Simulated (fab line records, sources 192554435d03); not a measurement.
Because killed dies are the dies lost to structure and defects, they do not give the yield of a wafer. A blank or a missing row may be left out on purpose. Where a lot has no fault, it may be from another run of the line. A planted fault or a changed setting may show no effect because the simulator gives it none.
A struck lot beside a sound one -- flow n5-finfet -- 16 steps out of a route of 1938
Sound: the wafers L893.1, L893.3, L893.5. Wafers L903.1, L903.3, L903.4 were the ones struck. Last of all comes the cause.
At each step with rows: each side's tool, then ch and its chambers, then its first start. Under that, the readings that differ: sound wafers -- struck wafers -- difference of the means -- sigmas: that difference in standard deviations of wafers without a fault.
alike: words and numbers the same on both sides, and readings whose means are apart by under 2 such deviations; not compared: readings that were withheld, readings missing a value for some wafer, numbers with overlapping values and no deviation given by the record, and bounds like >300 which may hide the same value.
A row with sigmas, a row that says differs or no value, or rows on one side alone: a step with any of these is where the two part. Numbers that have no deviation but don't overlap get no sigmas and don't part them. A reading that every wafer of one side lacks parts them only if that side has two wafers or more.

first, 8 steps without rows for these wafers: N5_BEOL_M2_COAT_62 (time 60 s, resist thk 12 nm); N5_BEOL_M2_COAT_73 (time 60 s, resist thk 5 nm); N5_BEOL_M2_COAT_05 (resist thk 30 nm); N5_BEOL_M2_EBR_07; N5_BEOL_M2_SOFTBAKE_06 (time 60 s); N5_BEOL_M2_EXPOSE_08 (exposes mask M2); N5_BEOL_M2_PEB_09 (peb time 60 s); N5_BEOL_M2_DEVELOP_10 (develop time 30 s).
N5_BEOL_M2_CD_MEAS_11 targets a cd of 16.79 nm.
  sound on cd-sem-01 ch 0, day 8 08:38; struck on cd-sem-01 ch 0, day 9 15:00
  alike: cd-nm
N5_BEOL_M2_OVL_MEAS_12:
  sound on overlay-02 ch 0, day 8 08:40; struck on overlay-02 ch 0, day 9 15:02
  alike: M2_OVL
N5_BEOL_M2_INSPECT_13: inspects for defects (brightfield).
  struck on defect-inspect-02, day 9 15:05; sound on defect-inspect-02, day 8 08:43
  alike: raw-defect-count
N5_BEOL_M2_DESCUM_16: chemistry O2, time 7 s.
  sound on rie-diel-05 ch 0,2,3, day 8 08:45; struck on rie-diel-02 ch 1,3, day 9 15:10
  alike: drypump-motor-current-A, oes-product-au, rf-fwd-power-W, rf-vpp-V, showerhead-plenum-p-Torr, throttle-valve-pct
  not compared: rf-hours-counter-h
N5_BEOL_M2_ETCH_74: etches underlayer in N2/H2, target depth 6.5 nm, time 5.2 s.
  sound on rie-diel-05 ch 0,2,3, day 8 08:47; struck on rie-diel-02 ch 1,3, day 9 15:12
reading,sound,struck,difference,sigmas
etch-rf-on-time-s (s),5.24 5.26 5.49,6.33 6.88 6.83,+1.35,+8
rf-fwd-power-W (W),815.1 815.2 818.2,615.9 620.6 615.7,-198.8,-80
rf-vpp-V (V),526 525 526,573 576 574,+49,+16
  alike: drypump-motor-current-A, h2-flow-sccm, oes-product-au, showerhead-plenum-p-Torr, throttle-valve-pct
  not compared: rf-hours-counter-h
N5_BEOL_M2_ETCH_63: etches SiARC in CF4, target depth 15.6 nm, time 26 s.
  sound on rie-diel-05 ch 0,2,3, day 8 08:48; struck on rie-diel-02 ch 1,3, day 9 15:13
  alike: cf4-flow-sccm, drypump-motor-current-A, etch-rf-on-time-s, oes-product-au, rf-fwd-power-W, rf-vpp-V, showerhead-plenum-p-Torr, throttle-valve-pct
  not compared: rf-hours-counter-h
-- a jump in the record: the struck wafers' starts before and after are 2 days apart (it breaks off in module BEOL_M2 and resumes in module BEOL_M4, where the first step shown is number 1111 of the route) --
N5_BEOL_M4_RC_MEAS_101:
  sound on prober-02 ch 0, day 10 02:13; struck on prober-01 ch 0, day 11 17:31
  alike: DIBL_N, DIBL_P, IOFF_N, IOFF_P, ION_N, ION_P, SS_N, SS_P, VT_N, VT_P
-- record jumps: 5 days separate the struck wafers' starts on either side; left off in module BEOL_M4, taken up again in module PASSIVATION, whose first shown step is the route's number 1936 --
N5_PASSIVATION_PROBE_49:
  rows exist in the record for the struck wafers here (prober-02, day 16 17:03), but not for the sound ones

## WHERE THEY PART
Last at N5_PASSIVATION_PROBE_49 as far as this record goes, first at N5_BEOL_M2_ETCH_74.

WHY: the cause the simulator had injected
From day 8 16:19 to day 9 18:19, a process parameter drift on rie-diel-02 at N5_BEOL_M2_ETCH_74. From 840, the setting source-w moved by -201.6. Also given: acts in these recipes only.
